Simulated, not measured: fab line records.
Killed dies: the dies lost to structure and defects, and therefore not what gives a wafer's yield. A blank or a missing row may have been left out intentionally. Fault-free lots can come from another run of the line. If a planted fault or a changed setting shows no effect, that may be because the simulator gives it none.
Which tool was responsible? + flow n5_finfet + Sampling: 21 lots, 63 wafers, 6 of 1938 route steps

WHAT THE GAUGES SHOWED, per wafer
The record lacks any reading of a measuring or inspecting step that a usual standard deviation could be used to judge.

WHICH TOOL RAN EACH LOT (tool, then ch and the chambers of the sampled wafers, then the start)
| lot  | N5_BEOL_M11_DESCUM_33              | N5_BEOL_M11_CURE_72           | N5_BEOL_M12_ETCH_59                | N5_BEOL_M12_ETCH_67                | N5_BEOL_M12_STRIP_37                 | N5_BEOL_M12_SPUTTER_45       |
|------|------------------------------------|-------------------------------|------------------------------------|------------------------------------|--------------------------------------|------------------------------|
| L075 | rie_diel-05 ch 1,2,3, day 11 02:37 | uv_cure-03 ch 1, day 11 03:27 | rie_diel-06 ch 0,2,3, day 11 06:37 | rie_diel-02 ch 0,1, day 11 07:40   | plasma_asher-01 ch 0, day 11 08:11   | pvd_sputter-01, day 11 08:56 |
| L078 | rie_diel-04 ch 0,3, day 11 06:40   | uv_cure-03 ch 1, day 11 07:22 | rie_diel-06 ch 2,3, day 11 11:03   | rie_diel-02 ch 1,2, day 11 12:22   | plasma_asher-01 ch 0,1, day 11 12:55 | pvd_sputter-01, day 11 15:58 |
| L077 | rie_diel-04 ch 0,1,3, day 11 07:08 | uv_cure-01 ch 0, day 11 07:52 | rie_diel-01 ch 0,1,2, day 11 11:22 | rie_diel-06 ch 1,2,3, day 11 12:29 | plasma_asher-02 ch 0,1, day 11 13:00 | pvd_sputter-03, day 11 17:47 |
| L076 | rie_diel-05 ch 0,2, day 11 09:17   | uv_cure-03 ch 1, day 11 10:12 | rie_diel-01 ch 1,3, day 11 13:17   | rie_diel-01 ch 0,1,2, day 11 14:19 | plasma_asher-01 ch 0,1, day 11 14:52 | pvd_sputter-01, day 11 18:31 |
| L079 | rie_diel-03 ch 0,1,3, day 12 07:31 | uv_cure-02 ch 1, day 12 08:13 | rie_diel-01 ch 2,3, day 12 11:37   | rie_diel-02 ch 0,1,2, day 12 12:32 | plasma_asher-02 ch 0,1, day 12 13:04 | pvd_sputter-03, day 12 20:10 |
| L080 | rie_diel-03 ch 2,3, day 12 07:59   | uv_cure-03 ch 0, day 12 08:58 | rie_diel-06 ch 1,2, day 12 11:58   | rie_diel-06 ch 0,3, day 12 13:00   | plasma_asher-02 ch 0,1, day 12 13:33 | pvd_sputter-01, day 12 19:11 |
| L081 | rie_diel-04 ch 0,1,3, day 12 08:08 | uv_cure-01 ch 0, day 12 08:53 | rie_diel-06 ch 1,2,3, day 12 12:38 | rie_diel-06 ch 1,2,3, day 12 13:40 | plasma_asher-02 ch 0,1, day 12 14:11 | pvd_sputter-01, day 12 20:14 |
| L082 | rie_diel-03 ch 0,1, day 12 18:13   | uv_cure-02 ch 2, day 12 19:00 | rie_diel-06 ch 0,2,3, day 12 22:20 | rie_diel-02 ch 0,2,3, day 12 23:15 | plasma_asher-01 ch 0,1, day 12 23:47 | pvd_sputter-02, day 13 01:12 |
| L084 | rie_diel-05 ch 1,2, day 13 01:47   | uv_cure-02 ch 1, day 13 02:49 | rie_diel-02 ch 0,1,3, day 13 06:25 | rie_diel-06 ch 0,2, day 13 07:23   | plasma_asher-01 ch 0,1, day 13 07:55 | pvd_sputter-01, day 13 13:15 |
| L083 | rie_diel-05 ch 0,1,2, day 13 10:20 | uv_cure-01 ch 1, day 13 11:12 | rie_diel-01 ch 0,1,2, day 13 14:25 | rie_diel-02 ch 0,2,3, day 13 15:24 | plasma_asher-01 ch 0,1, day 13 15:55 | pvd_sputter-01, day 13 16:35 |
| L085 | rie_diel-05 ch 1,2, day 13 17:47   | uv_cure-03 ch 1, day 13 18:35 | rie_diel-02 ch 2,3, day 13 21:35   | rie_diel-02 ch 0,2,3, day 13 22:33 | plasma_asher-02 ch 0,1, day 13 23:05 | pvd_sputter-01, day 14 02:35 |
| L088 | rie_diel-05 ch 0,3, day 14 07:05   | uv_cure-01 ch 0, day 14 07:47 | rie_diel-06 ch 1,2, day 14 11:46   | rie_diel-06 ch 0,2,3, day 14 12:53 | plasma_asher-01 ch 0,1, day 14 13:24 | pvd_sputter-02, day 14 14:22 |
| L086 | rie_diel-05 ch 1,2, day 14 09:01   | uv_cure-03 ch 0, day 14 09:49 | rie_diel-06 ch 1,2, day 14 14:27   | rie_diel-01 ch 0,1, day 14 15:21   | plasma_asher-02 ch 0,1, day 14 15:53 | pvd_sputter-01, day 14 18:13 |
| L089 | rie_diel-04 ch 0,3, day 14 12:12   | uv_cure-03 ch 2, day 14 13:04 | rie_diel-06 ch 2,3, day 14 16:43   | rie_diel-02 ch 2,3, day 14 17:44   | plasma_asher-01 ch 0,1, day 14 18:16 | pvd_sputter-03, day 14 21:18 |
| L087 | rie_diel-03 ch 0,1,3, day 14 12:22 | uv_cure-03 ch 2, day 14 13:22 | rie_diel-02 ch 1,2,3, day 14 17:04 | rie_diel-02 ch 1,2,3, day 14 18:16 | plasma_asher-01 ch 0,1, day 14 18:47 | pvd_sputter-03, day 14 21:47 |
| L090 | rie_diel-03 ch 0,2,3, day 14 14:32 | uv_cure-01 ch 0, day 14 15:14 | rie_diel-01 ch 0,1,2, day 14 19:16 | rie_diel-02 ch 1,2,3, day 14 20:28 | plasma_asher-01 ch 1, day 14 20:59   | pvd_sputter-02, day 15 00:13 |
| L092 | rie_diel-04 ch 0,3, day 14 16:18   | uv_cure-03 ch 1, day 14 17:16 | rie_diel-02 ch 0,2,3, day 14 20:12 | rie_diel-02 ch 0,1, day 14 21:07   | plasma_asher-01 ch 0,1, day 14 21:38 | pvd_sputter-02, day 15 01:11 |
| L093 | rie_diel-05 ch 0,3, day 15 10:24   | uv_cure-02 ch 0, day 15 11:08 | rie_diel-06 ch 0,1,2, day 15 14:04 | rie_diel-01 ch 2,3, day 15 15:24   | plasma_asher-02 ch 0,1, day 15 15:55 | pvd_sputter-01, day 15 18:34 |
| L094 | rie_diel-03 ch 0,1,3, day 16 02:07 | uv_cure-02 ch 2, day 16 02:51 | rie_diel-02 ch 0,1,2, day 16 06:02 | rie_diel-06 ch 0,1,2, day 16 07:25 | plasma_asher-01 ch 0,1, day 16 07:56 | pvd_sputter-03, day 16 11:16 |
| L095 | rie_diel-03 ch 0,2,3, day 16 02:38 | uv_cure-02 ch 1, day 16 03:26 | rie_diel-06 ch 2,3, day 16 06:53   | rie_diel-06 ch 0,2,3, day 16 08:06 | plasma_asher-01 ch 0,1, day 16 08:54 | pvd_sputter-01, day 16 11:16 |
| L096 | rie_diel-05 ch 0,1,3, day 16 13:25 | uv_cure-01 ch 2, day 16 14:13 | rie_diel-02 ch 1,2, day 16 17:20   | rie_diel-06 ch 0,1, day 16 18:15   | plasma_asher-01 ch 0,1, day 16 18:47 | pvd_sputter-03, day 16 20:55 |
- N5_BEOL_M11_DESCUM_33: chemistry O2, time 7.9 s.
- N5_BEOL_M11_CURE_72: cures SiCOH lowk, time 120 s.
- N5_BEOL_M12_ETCH_59: etches BARC in N2/H2, target depth 89 nm, overetch 26.7 nm, time 67.9 s.
- N5_BEOL_M12_ETCH_67: etches SiARC in CF4, target depth 143 nm, time 238.3 s.
- N5_BEOL_M12_STRIP_37: strips in N2/H2.
- N5_BEOL_M12_SPUTTER_45: material Cu, target thk 80 nm, time 13.33 s.

AS READ BY THE TOOLS THEMSELVES (means over the sampled wafers that have a number; for cases with no such wafer, the mark the record gives instead)
N5_BEOL_M11_DESCUM_33.
| lot  | tool        | drypump_motor_current_A (A) | oes_product_au (a.u.) | rf_vpp_V (V) | showerhead_plenum_p_Torr (Torr) | throttle_valve_pct (%) |
|------|-------------|-----------------------------|-----------------------|--------------|---------------------------------|------------------------|
| L075 | rie_diel-05 | 5.6                         | 0.76                  | 242.6        | 2.08                            | 20.6                   |
| L078 | rie_diel-04 | 6.0                         | 0.83                  | 243.4        | 2.09                            | 20.3                   |
| L077 | rie_diel-04 | 5.6                         | 0.89                  | 244.0        | 2.10                            | 20.2                   |
| L076 | rie_diel-05 | 6.0                         | 0.84                  | 243.1        | 2.07                            | 20.3                   |
| L079 | rie_diel-03 | 5.5                         | 0.81                  | 243.5        | 2.15                            | 20.6                   |
| L080 | rie_diel-03 | 5.9                         | 0.74                  | 242.0        | 2.03                            | 20.4                   |
| L081 | rie_diel-04 | 5.6                         | 0.86                  | 243.8        | 2.09                            | 20.2                   |
| L082 | rie_diel-03 | 5.5                         | 0.76                  | 243.9        | 2.17                            | 20.9                   |
| L084 | rie_diel-05 | 5.6                         | 0.71                  | 242.0        | 2.04                            | 20.5                   |
| L083 | rie_diel-05 | 5.8                         | 0.77                  | 242.4        | 2.05                            | 20.4                   |
| L085 | rie_diel-05 | 5.6                         | 0.72                  | 241.9        | 2.04                            | 20.5                   |
| L088 | rie_diel-05 | 5.6                         | 0.81                  | 241.8        | 2.09                            | 20.5                   |
| L086 | rie_diel-05 | 5.6                         | 0.71                  | 241.5        | 2.03                            | 20.5                   |
| L089 | rie_diel-04 | 5.7                         | 0.81                  | 244.3        | 2.15                            | 20.2                   |
| L087 | rie_diel-03 | 5.5                         | 0.79                  | 243.4        | 2.14                            | 20.6                   |
| L090 | rie_diel-03 | 5.9                         | 0.83                  | 244.5        | 2.18                            | 20.5                   |
| L092 | rie_diel-04 | 5.7                         | 0.80                  | 243.8        | 2.15                            | 20.2                   |
| L093 | rie_diel-05 | 5.9                         | 0.83                  | 242.3        | 2.06                            | 20.3                   |
| L094 | rie_diel-03 | 5.5                         | 0.78                  | 243.7        | 2.14                            | 20.6                   |
| L095 | rie_diel-03 | 5.9                         | 0.80                  | 243.8        | 2.17                            | 20.5                   |
| L096 | rie_diel-05 | 5.7                         | 0.78                  | 242.0        | 2.04                            | 20.4                   |

N5_BEOL_M11_CURE_72.
| lot  | tool       | lamp_power_pct (%) | wafer_temp_C_max |
|------|------------|--------------------|------------------|
| L075 | uv_cure-03 | 52.30              | 372.2            |
| L078 | uv_cure-03 | 52.34              | 371.8            |
| L077 | uv_cure-01 | 52.28              | 371.5            |
| L076 | uv_cure-03 | 52.32              | 371.9            |
| L079 | uv_cure-02 | 52.33              | 371.1            |
| L080 | uv_cure-03 | 52.30              | 372.0            |
| L081 | uv_cure-01 | 52.38              | 371.6            |
| L082 | uv_cure-02 | 52.32              | 371.0            |
| L084 | uv_cure-02 | 52.28              | 371.5            |
| L083 | uv_cure-01 | 52.30              | 371.8            |
| L085 | uv_cure-03 | 52.29              | 371.8            |
| L088 | uv_cure-01 | 52.37              | 372.1            |
| L086 | uv_cure-03 | 52.31              | 371.7            |
| L089 | uv_cure-03 | 52.27              | 371.8            |
| L087 | uv_cure-03 | 52.26              | 371.6            |
| L090 | uv_cure-01 | 52.29              | 372.3            |
| L092 | uv_cure-03 | 52.28              | 371.6            |
| L093 | uv_cure-02 | 52.31              | 371.6            |
| L094 | uv_cure-02 | 52.33              | 371.3            |
| L095 | uv_cure-02 | 52.28              | 371.4            |
| L096 | uv_cure-01 | 52.29              | 371.3            |

N5_BEOL_M12_ETCH_59.
| lot  | tool        | drypump_motor_current_A (A) | h2_flow_sccm (sccm) | oes_product_au (a.u.) | rf_vpp_V (V) | showerhead_plenum_p_Torr (Torr) | throttle_valve_pct (%) |
|------|-------------|-----------------------------|---------------------|-----------------------|--------------|---------------------------------|------------------------|
| L075 | rie_diel-06 | 5.8                         | 200.1               | 0.67                  | 522.3        | 2.49                            | 18.09                  |
| L078 | rie_diel-06 | 5.6                         | 200.0               | 0.67                  | 522.0        | 2.49                            | 18.02                  |
| L077 | rie_diel-01 | 6.0                         | 200.0               | 0.69                  | 525.6        | 2.59                            | 17.86                  |
| L076 | rie_diel-01 | 5.8                         | 200.0               | 0.75                  | 524.2        | 2.55                            | 17.81                  |
| L079 | rie_diel-01 | 5.5                         | 199.9               | 0.76                  | 527.6        | 2.64                            | 17.81                  |
| L080 | rie_diel-06 | 6.0                         | 199.2               | 0.71                  | 522.5        | 2.51                            | 17.94                  |
| L081 | rie_diel-06 | 5.9                         | 200.2               | 0.67                  | 523.0        | 2.51                            | 18.06                  |
| L082 | rie_diel-06 | 5.8                         | 199.8               | 0.66                  | 522.6        | 2.48                            | 18.12                  |
| L084 | rie_diel-02 | 5.7                         | 200.6               | 0.66                  | 524.7        | 2.58                            | 17.79                  |
| L083 | rie_diel-01 | 6.0                         | 200.2               | 0.75                  | 524.7        | 2.58                            | 17.74                  |
| L085 | rie_diel-02 | 6.0                         | 199.5               | 0.70                  | 524.6        | 2.57                            | 17.52                  |
| L088 | rie_diel-06 | 6.3                         | 200.1               | 0.71                  | 523.0        | 2.54                            | 17.99                  |
| L086 | rie_diel-06 | 6.2                         | 199.7               | 0.71                  | 522.6        | 2.54                            | 17.98                  |
| L089 | rie_diel-06 | 5.6                         | 200.5               | 0.74                  | 522.3        | 2.48                            | 17.90                  |
| L087 | rie_diel-02 | 5.7                         | 199.9               | 0.74                  | 524.3        | 2.57                            | 17.62                  |
| L090 | rie_diel-01 | 6.0                         | 200.1               | 0.73                  | 525.6        | 2.58                            | 17.76                  |
| L092 | rie_diel-02 | 5.9                         | 200.2               | 0.68                  | 525.0        | 2.57                            | 17.63                  |
| L093 | rie_diel-06 | 6.2                         | 199.5               | 0.69                  | 522.8        | 2.50                            | 18.05                  |
| L094 | rie_diel-02 | 5.9                         | 199.3               | 0.72                  | 525.2        | 2.56                            | 17.68                  |
| L095 | rie_diel-06 | 5.5                         | 200.1               | 0.76                  | 522.4        | 2.47                            | 17.89                  |
| L096 | rie_diel-02 | 5.7                         | 199.7               | 0.75                  | 524.9        | 2.56                            | 17.68                  |

N5_BEOL_M12_ETCH_67.
| lot  | tool        | drypump_motor_current_A (A) | etch_rf_on_time_s (s) | oes_product_au (a.u.) | rf_vpp_V (V) | showerhead_plenum_p_Torr (Torr) | throttle_valve_pct (%) |
|------|-------------|-----------------------------|-----------------------|-----------------------|--------------|---------------------------------|------------------------|
| L075 | rie_diel-02 | 5.8                         | 240                   | 0.66                  | 184.9        | 2.17                            | 15.62                  |
| L078 | rie_diel-02 | 6.0                         | 240                   | 0.68                  | 184.4        | 2.17                            | 15.50                  |
| L077 | rie_diel-06 | 5.9                         | 238                   | 0.68                  | 183.7        | 2.12                            | 15.73                  |
| L076 | rie_diel-01 | 6.0                         | 243                   | 0.68                  | 184.7        | 2.17                            | 15.54                  |
| L079 | rie_diel-02 | 5.9                         | 243                   | 0.66                  | 186.1        | 2.17                            | 15.58                  |
| L080 | rie_diel-06 | 5.7                         | 241                   | 0.61                  | 183.7        | 2.10                            | 15.93                  |
| L081 | rie_diel-06 | 5.8                         | 241                   | 0.66                  | 182.9        | 2.12                            | 15.76                  |
| L082 | rie_diel-02 | 5.9                         | 239                   | 0.70                  | 182.6        | 2.16                            | 15.28                  |
| L084 | rie_diel-06 | 5.9                         | 236                   | 0.71                  | 183.9        | 2.08                            | 15.57                  |
| L083 | rie_diel-02 | 5.9                         | 240                   | 0.69                  | 184.1        | 2.16                            | 15.29                  |
| L085 | rie_diel-02 | 5.9                         | 240                   | 0.70                  | 184.8        | 2.15                            | 15.29                  |
| L088 | rie_diel-06 | 5.8                         | 234                   | 0.76                  | 183.6        | 2.09                            | 15.61                  |
| L086 | rie_diel-01 | 6.1                         | 237                   | 0.70                  | 185.1        | 2.19                            | 15.50                  |
| L089 | rie_diel-02 | 5.9                         | 243                   | 0.69                  | 183.9        | 2.15                            | 15.24                  |
| L087 | rie_diel-02 | 5.7                         | 244                   | 0.73                  | 184.4        | 2.17                            | 15.40                  |
| L090 | rie_diel-02 | 5.7                         | 240                   | 0.73                  | 184.9        | 2.17                            | 15.40                  |
| L092 | rie_diel-02 | 5.7                         | 241                   | 0.77                  | 184.5        | 2.18                            | 15.62                  |
| L093 | rie_diel-01 | 5.7                         | 235                   | 0.75                  | 185.1        | 2.20                            | 15.51                  |
| L094 | rie_diel-06 | 6.1                         | 237                   | 0.69                  | 183.5        | 2.10                            | 15.72                  |
| L095 | rie_diel-06 | 5.8                         | 233                   | 0.73                  | 183.5        | 2.09                            | 15.63                  |
| L096 | rie_diel-06 | 6.3                         | 236                   | 0.69                  | 183.4        | 2.11                            | 15.78                  |

N5_BEOL_M12_STRIP_37.
| lot  | tool            | drypump_motor_current_A (A) | h2_flow_sccm (sccm) | heater_power_w (W) | oes_product_au (a.u.) |
|------|-----------------|-----------------------------|---------------------|--------------------|-----------------------|
| L075 | plasma_asher-01 | 6.0                         | 3249                | 327                | 0.790                 |
| L078 | plasma_asher-01 | 5.7                         | 3245                | 330                | 0.787                 |
| L077 | plasma_asher-02 | 5.6                         | 3257                | 389                | 0.782                 |
| L076 | plasma_asher-01 | 5.3                         | 3257                | 345                | 0.798                 |
| L079 | plasma_asher-02 | 5.8                         | 3250                | 361                | 0.794                 |
| L080 | plasma_asher-02 | 5.6                         | 3256                | 389                | 0.792                 |
| L081 | plasma_asher-02 | 5.6                         | 3250                | 389                | 0.792                 |
| L082 | plasma_asher-01 | 5.3                         | 3249                | 337                | 0.785                 |
| L084 | plasma_asher-01 | 5.3                         | 3243                | 340                | 0.790                 |
| L083 | plasma_asher-01 | 5.6                         | 3245                | 331                | 0.782                 |
| L085 | plasma_asher-02 | 5.6                         | 3252                | 389                | 0.785                 |
| L088 | plasma_asher-01 | 5.6                         | 3254                | 330                | 0.778                 |
| L086 | plasma_asher-02 | 5.8                         | 3253                | 361                | 0.791                 |
| L089 | plasma_asher-01 | 5.7                         | 3260                | 329                | 0.779                 |
| L087 | plasma_asher-01 | 5.7                         | 3249                | 331                | 0.785                 |
| L090 | plasma_asher-01 | 4.9                         | 3256                | 348                | 0.793                 |
| L092 | plasma_asher-01 | 5.3                         | 3250                | 334                | 0.790                 |
| L093 | plasma_asher-02 | 5.6                         | 3239                | 395                | 0.788                 |
| L094 | plasma_asher-01 | 5.3                         | 3245                | 339                | 0.791                 |
| L095 | plasma_asher-01 | 5.3                         | 3251                | 340                | 0.789                 |
| L096 | plasma_asher-01 | 5.6                         | 3245                | 333                | 0.800                 |

N5_BEOL_M12_SPUTTER_45.
| lot  | tool           | chuck_sensor_temp_C (C) | substrate_temp_c (C) | throttle_valve_pct (%) |
|------|----------------|-------------------------|----------------------|------------------------|
| L075 | pvd_sputter-01 | -16.3                   | -19.85               | 30.6                   |
| L078 | pvd_sputter-01 | -15.2                   | -20.14               | 31.2                   |
| L077 | pvd_sputter-03 | -15.9                   | -20.09               | 29.5                   |
| L076 | pvd_sputter-01 | -15.2                   | -19.97               | 31.1                   |
| L079 | pvd_sputter-03 | -16.1                   | -20.02               | 29.6                   |
| L080 | pvd_sputter-01 | -15.8                   | -20.02               | 31.3                   |
| L081 | pvd_sputter-01 | -16.2                   | -19.98               | 30.1                   |
| L082 | pvd_sputter-02 | -15.3                   | -20.04               | 29.2                   |
| L084 | pvd_sputter-01 | -15.9                   | -19.97               | 30.5                   |
| L083 | pvd_sputter-01 | -16.5                   | -19.96               | 30.1                   |
| L085 | pvd_sputter-01 | -15.8                   | -20.01               | 30.7                   |
| L088 | pvd_sputter-02 | -15.7                   | -20.10               | 29.0                   |
| L086 | pvd_sputter-01 | -15.9                   | -20.05               | 30.7                   |
| L089 | pvd_sputter-03 | -16.1                   | -20.03               | 29.7                   |
| L087 | pvd_sputter-03 | -16.4                   | -19.87               | 30.0                   |
| L090 | pvd_sputter-02 | -15.7                   | -20.05               | 29.0                   |
| L092 | pvd_sputter-02 | -15.6                   | -20.00               | 29.2                   |
| L093 | pvd_sputter-01 | -15.6                   | -19.93               | 30.8                   |
| L094 | pvd_sputter-03 | -16.0                   | -20.15               | 29.7                   |
| L095 | pvd_sputter-01 | -16.2                   | -19.93               | 30.0                   |
| L096 | pvd_sputter-03 | -16.0                   | -20.09               | 29.9                   |

THE ANSWER, worked out from the rows above alone
Rule: usual is defined by the lots themselves. Put in order of their means at a reading, lots are off if they are a third of the lots or fewer, leave a main group of 4 or more, and stand apart from it by a gap of 3 or more times the standard deviation of the main group's means; of several such gaps the widest counts. The tables above print the reading to a certain number of digits; a main group whose means all agree to those digits is not used. A lot without any number at a reading at which 4 lots or more have one is off too. Where the step has rows for the other lots, those lots are counted as sound. First the gauges in route order, then the tools' own readings, where a lot's mean is used as printed above. The first step at which some lot is off is used, and at that step the reading that is off furthest; a lot without a number counts as furthest.
Across all readings shown, no lot is off: no conclusion can be drawn from this.

WHAT THE SIMULATOR HAD PUT IN
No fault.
